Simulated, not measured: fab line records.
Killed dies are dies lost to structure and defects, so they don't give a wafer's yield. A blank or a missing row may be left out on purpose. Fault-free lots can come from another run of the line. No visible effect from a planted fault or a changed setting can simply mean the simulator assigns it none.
Matching of chambers :: flow n5-finfet :: N5_BEOL_M7_DESCUM_33 on rie-diel-05 has 4 sister chambers
The step chemistry O2, time 7 s. 14 wafers are shown with their chamber, then 7 later ones without.

## WAFERS WITH THEIR CHAMBER
wafer: L075.3
chamber: 1
drypump-motor-current-A (A): 5.75
showerhead-plenum-p-Torr (Torr): 2.18
oes-product-au (a.u.): 0.73

wafer: L075.4
chamber: 2
drypump-motor-current-A (A): 5.33
showerhead-plenum-p-Torr (Torr): 2.05
oes-product-au (a.u.): 0.72

wafer: L075.6
chamber: 0
drypump-motor-current-A (A): 5.49
showerhead-plenum-p-Torr (Torr): 2.11
oes-product-au (a.u.): 0.94

wafer: L076.1
chamber: 3
drypump-motor-current-A (A): 5.99
showerhead-plenum-p-Torr (Torr): 2.13
oes-product-au (a.u.): 0.82

wafer: L076.2
chamber: 0
drypump-motor-current-A (A): 5.48
showerhead-plenum-p-Torr (Torr): 2.11
oes-product-au (a.u.): 0.93

wafer: L076.6
chamber: 0
drypump-motor-current-A (A): 5.50
showerhead-plenum-p-Torr (Torr): 2.11
oes-product-au (a.u.): 0.94

wafer: L077.3
chamber: 2
drypump-motor-current-A (A): 5.32
showerhead-plenum-p-Torr (Torr): 2.04
oes-product-au (a.u.): 0.72

wafer: L077.4
chamber: 0
drypump-motor-current-A (A): 5.51
showerhead-plenum-p-Torr (Torr): 2.11
oes-product-au (a.u.): 0.93

wafer: L077.5
chamber: 0
drypump-motor-current-A (A): 5.52
showerhead-plenum-p-Torr (Torr): 2.11
oes-product-au (a.u.): 0.94

wafer: L078.1
chamber: 3
drypump-motor-current-A (A): 5.97
showerhead-plenum-p-Torr (Torr): 2.13
oes-product-au (a.u.): 0.81

wafer: L078.2
chamber: 2
drypump-motor-current-A (A): 5.32
showerhead-plenum-p-Torr (Torr): 2.04
oes-product-au (a.u.): 0.72

wafer: L078.4
chamber: 1
drypump-motor-current-A (A): 5.77
showerhead-plenum-p-Torr (Torr): 2.18
oes-product-au (a.u.): 0.72

wafer: L085.3
chamber: 1
drypump-motor-current-A (A): 5.77
showerhead-plenum-p-Torr (Torr): 2.17
oes-product-au (a.u.): 0.71

wafer: L085.4
chamber: 2
drypump-motor-current-A (A): 5.33
showerhead-plenum-p-Torr (Torr): 2.04
oes-product-au (a.u.): 0.72

SIGNATURES (means of the wafers above)
reading: drypump-motor-current-A
chamber 0: 5.5000
chamber 1: 5.7633
chamber 2: 5.3250
chamber 3: 5.9800
scatter within a chamber: 0.0125

reading: showerhead-plenum-p-Torr
chamber 0: 2.1100
chamber 1: 2.1767
chamber 2: 2.0425
chamber 3: 2.1300
scatter within a chamber: 0.00376

reading: oes-product-au
chamber 0: 0.9360
chamber 1: 0.7200
chamber 2: 0.7200
chamber 3: 0.8150
scatter within a chamber: 0.00608
Rule: for a wafer and a chamber, the distance is found by dividing, reading by reading, the gap between the wafer's reading and the chamber's mean by the reading's scatter, squaring, summing and taking the root. If the next closest chamber is less than 2 further off than the closest, the wafer can't be placed; otherwise it belongs to the closest. The scatter is the square root of a quotient: the sum, over the shown wafers, of each reading's squared deviation from its chamber's mean, divided by wafers minus chambers.

## WAFERS WITH NO CHAMBER GIVEN
wafer: L085.5
drypump-motor-current-A (A): 5.96
showerhead-plenum-p-Torr (Torr): 2.12
oes-product-au (a.u.): 0.80

wafer: L088.1
drypump-motor-current-A (A): 5.33
showerhead-plenum-p-Torr (Torr): 2.04
oes-product-au (a.u.): 0.71

wafer: L088.3
drypump-motor-current-A (A): 5.77
showerhead-plenum-p-Torr (Torr): 2.17
oes-product-au (a.u.): 0.71

wafer: L088.4
drypump-motor-current-A (A): 5.97
showerhead-plenum-p-Torr (Torr): 2.12
oes-product-au (a.u.): 0.79

wafer: L090.1
drypump-motor-current-A (A): 5.52
showerhead-plenum-p-Torr (Torr): 2.10
oes-product-au (a.u.): 0.90

wafer: L090.2
drypump-motor-current-A (A): 5.96
showerhead-plenum-p-Torr (Torr): 2.12
oes-product-au (a.u.): 0.79

wafer: L090.4
drypump-motor-current-A (A): 5.75
showerhead-plenum-p-Torr (Torr): 2.17
oes-product-au (a.u.): 0.71

## EACH ONE'S CHAMBER
wafer: L085.5
from the rows above: 3
in truth: 3

wafer: L088.1
from the rows above: 2
in truth: 2

wafer: L088.3
from the rows above: 1
in truth: 1

wafer: L088.4
from the rows above: 3
in truth: 3

wafer: L090.1
from the rows above: 0
in truth: 0

wafer: L090.2
from the rows above: 3
in truth: 3

wafer: L090.4
from the rows above: 1
in truth: 1
Correct placement for 7 of the 7. Can't be placed from these rows: 0. Placed wrongly: 0.
